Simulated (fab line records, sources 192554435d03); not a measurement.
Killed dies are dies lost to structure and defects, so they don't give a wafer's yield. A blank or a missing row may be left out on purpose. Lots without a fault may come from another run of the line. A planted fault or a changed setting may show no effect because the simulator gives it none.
Which tool did it? | flow n5_finfet | 9 lots, 27 wafers sampled, at 3 steps of a route of 1938

WHAT THE GAUGES READ, wafer by wafer
N5_BEOL_M7_OCD_MEAS_38.
lot  | measured     | on     | trench_depth_nm (nm)
L141 | day 9 16:32  | ocd-02 | 91.8 94.6 94.5
L146 | day 10 23:22 | ocd-01 | 95.9 95.8 94.7
L152 | day 11 17:40 | ocd-01 | 84.2 86.7 86.0
L153 | day 12 11:47 | ocd-01 | 85.9 81.6 82.3
L154 | day 12 13:26 | ocd-01 | 82.3 85.5 85.1
L158 | day 13 12:11 | ocd-02 | 95.5 92.6 92.2
L159 | day 13 17:23 | ocd-02 | 93.7 96.0 95.2
L160 | day 14 12:36 | ocd-02 | 94.4 96.8 98.5
L161 | day 14 20:43 | ocd-02 | 94.4 93.4 93.0

WHICH TOOL RAN EACH LOT (tool, then ch and the chambers of the sampled wafers, then the start)
lot  | N5_BEOL_M7_ETCH_66                 | N5_BEOL_M7_TRENCH_ETCH_37
L141 | rie_diel-06 ch 0,2, day 9 16:11    | rie_diel-06 ch 0,2, day 9 16:23
L146 | rie_diel-06 ch 0,1, day 10 23:01   | rie_diel-06 ch 0,1, day 10 23:13
L152 | rie_diel-06 ch 0,1,3, day 11 17:19 | rie_diel-06 ch 0,1,3, day 11 17:31
L153 | rie_diel-06 ch 0,3, day 12 11:26   | rie_diel-06 ch 0,3, day 12 11:38
L154 | rie_diel-06 ch 1,2, day 12 13:05   | rie_diel-06 ch 1,2, day 12 13:16
L158 | rie_diel-03 ch 1,2,3, day 13 11:50 | rie_diel-03 ch 1,2,3, day 13 12:01
L159 | rie_diel-05 ch 0,1,3, day 13 17:02 | rie_diel-05 ch 0,1,3, day 13 17:13
L160 | rie_diel-05 ch 1,2,3, day 14 12:15 | rie_diel-05 ch 1,2,3, day 14 12:26
L161 | rie_diel-05 ch 0,3, day 14 20:22   | rie_diel-05 ch 0,3, day 14 20:33
- N5_BEOL_M7_ETCH_66: etches SOC in N2/H2, target depth 80 nm, overetch 16 nm, time 120 s.
- N5_BEOL_M7_TRENCH_ETCH_37: etches SiCOH lowk in C4F6/O2, target depth 93.478 nm, time 31.2 s.

THE ANSWER, worked out from the rows above alone
Rule: what is usual is taken from the lots themselves. Put in order of their means at a reading, lots are off if they are a third of the lots or fewer, leave a main group of 4 or more, and stand apart from it by a gap of 3 or more times the standard deviation of the main group's means; of several such gaps the widest counts. A main group whose means are all the same, to the digits that the tables above print for the reading, isn't used. A lot without any number at a reading at which 4 lots or more have one is off too. The other lots that the step has rows for count as sound.
Off: L152, L153, L154, at N5_BEOL_M7_OCD_MEAS_38 (trench_depth_nm). The main group: mean 94.6 nm, standard deviation 1.2.
A tool fits if, at a process step before that reading, it ran every lot that is off, and no sound lot after the first of them. The gauges at N5_BEOL_M7_OCD_MEAS_38 are tried like those tools. Can't be told from this: 2 tools fit, rie_diel-06 at N5_BEOL_M7_ETCH_66 and N5_BEOL_M7_TRENCH_ETCH_37, ocd-01 at N5_BEOL_M7_OCD_MEAS_38.

WHAT THE SIMULATOR HAD PUT IN
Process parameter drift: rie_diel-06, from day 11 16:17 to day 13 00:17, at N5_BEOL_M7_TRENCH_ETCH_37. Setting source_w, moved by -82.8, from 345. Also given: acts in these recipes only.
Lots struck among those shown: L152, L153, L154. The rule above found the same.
